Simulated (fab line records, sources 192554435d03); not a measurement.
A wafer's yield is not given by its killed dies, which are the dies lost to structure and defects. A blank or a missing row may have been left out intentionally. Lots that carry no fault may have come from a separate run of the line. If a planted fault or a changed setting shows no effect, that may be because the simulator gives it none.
One fault seen from 3 desks | flow n5_finfet | every desk sees just its own numbers, and what lay behind them comes last

THE DEFECT DESK
Lot by lot, what the route's inspections counted, given as the mean of those sampled wafers with a number. A lot is out of limits, marked OUT, if its mean lies more than 4 standard deviations from the usual mean; the brackets give that distance.
Columns: A = raw_defect_count at N5_BEOL_M4_INSPECT_59, usual 73
lot  | first seen here | A
L415 | day 9 15:32     | 46
L416 | day 10 00:20    | 106
L417 | day 10 06:29    | 4964 (+99 or more) OUT
L418 | day 10 17:02    | 5000 (+99 or more) OUT
L422 | day 12 05:04    | 77
L425 | day 12 07:48    | 100
L428 | day 13 02:43    | 94
L429 | day 13 20:13    | 65
L430 | day 14 03:23    | 77
This desk's verdict: out of limits on L417, L418, starting with L417 at day 10 06:29 (raw_defect_count at N5_BEOL_M4_INSPECT_59). L415, L416, L422, L425, L428, L429, L430 stayed within limits.

AT THE METROLOGY DESK
What the gauges read for every lot (on any tool): the sampled wafers with a number, averaged. A lot is out of limits, marked OUT, if its mean lies more than 4 standard deviations from the usual mean; the brackets give that distance. Of its 11 readings 7 are shown: the one that was out of limits first, and those that lie furthest out on some lot.
Columns: A = M4_THK at N5_BEOL_M4_THK_MEAS_53, usual 39.0 nm; B = IOFF_P at N5_BEOL_M4_RC_MEAS_101, usual 0.24 nA/um; C = ION_N at N5_BEOL_M4_RC_MEAS_101, usual 667 uA/um; D = ION_P at N5_BEOL_M4_RC_MEAS_101, usual 461 uA/um; E = SS_P at N5_BEOL_M4_RC_MEAS_101, usual 73.6 mV/dec; F = VT_N at N5_BEOL_M4_RC_MEAS_101, usual 250 mV; G = VT_P at N5_BEOL_M4_RC_MEAS_101, usual -249 mV
lot  | first seen here | A               | B    | C   | D   | E    | F   | G
L415 | day 9 15:14     | 40.5            | 0.24 | 670 | 464 | 73.6 | 249 | -250
L416 | day 10 00:02    | 40.7            | 0.24 | 668 | 466 | 73.5 | 249 | -246
L417 | day 10 06:12    | 144.1 (+55) OUT | -    | -   | -   | -    | -   | -
L418 | day 10 16:44    | 155.0 (+61) OUT | -    | -   | -   | -    | -   | -
L422 | day 12 04:47    | 38.8            | 0.21 | 670 | 457 | 73.4 | 250 | -251
L425 | day 12 07:31    | 42.1            | 0.22 | 658 | 453 | 73.2 | 252 | -249
L428 | day 13 02:25    | 40.4            | 0.24 | 661 | 460 | 73.5 | 251 | -248
L429 | day 13 19:56    | 39.3            | 0.23 | 660 | 455 | 73.7 | 251 | -251
L430 | day 14 03:05    | 38.6            | 0.23 | 659 | 457 | 72.6 | 254 | -249
This desk's result: L417, L418 out of limits, first on L417 (M4_THK at N5_BEOL_M4_THK_MEAS_53), day 10 06:12. L415, L416, L422, L425, L428, L429, L430 stayed within limits.

DESK OF THE TOOL OWNER: cmp-02
The tool's own readings at N5_BEOL_M4_CMP_52 (polishes, stops on SiOC, t overpolish 6.8 s, target thk 40 nm): means of the sampled wafers that have a number, for each lot that ran on this tool. A lot is out of limits, marked OUT, if its mean lies more than 4 standard deviations from the usual mean; the brackets give that distance.
Columns: A = barrier_field_endpoint_s at N5_BEOL_M4_CMP_52, usual 24.7 s; B = clearing_platen_down_force_psi at N5_BEOL_M4_CMP_52, usual 1.5005 psi; C = motor_current_A at N5_BEOL_M4_CMP_52, usual 6.0 A; D = overpolish_run_s at N5_BEOL_M4_CMP_52, usual 6.799 s; E = time_to_endpoint_s at N5_BEOL_M4_CMP_52, usual 61 s
lot  | first seen here | A              | B      | C   | D                       | E
L415 | day 9 14:59     | 25.1           | 1.5018 | 6.4 | 6.796                   | 61
L416 | day 9 23:45     | 24.5           | 1.5003 | 6.7 | 6.802                   | 62
L417 | day 10 05:57    | 41.3 (+23) OUT | 1.5032 | 6.2 | 0.041 (-99 or more) OUT | 81 (+5.6) OUT
L418 | day 10 16:26    | 41.3 (+23) OUT | 1.4997 | 7.0 | 0.035 (-99 or more) OUT | 81 (+5.5) OUT
L430 | day 14 02:50    | 25.0           | 1.5034 | 7.0 | 6.797                   | 59
This desk's verdict: out of limits on L417, L418, starting with L417 at day 10 05:57 (barrier_field_endpoint_s at N5_BEOL_M4_CMP_52). L415, L416, L430 stayed within limits.

ALL TOGETHER
The tool owner's desk could have raised an alarm at day 10 05:57, on L417, L418.
L417, L418 would have let the metrology desk raise an alarm at day 10 06:12.
The defect desk could have raised an alarm at day 10 06:29, on L417, L418.
Of the lots named, all ran N5_BEOL_M4_CMP_52 on cmp-02.

WHAT WAS PUT IN BY THE SIMULATOR
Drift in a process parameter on cmp-02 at N5_BEOL_M4_CMP_52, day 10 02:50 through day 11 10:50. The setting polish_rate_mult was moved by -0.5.
Lots struck among those shown: L417, L418.
Hours from the fault's start to each desk's first reading out of limits: the tool owner's desk, 3; the metrology desk, 3; the defect desk, 4.
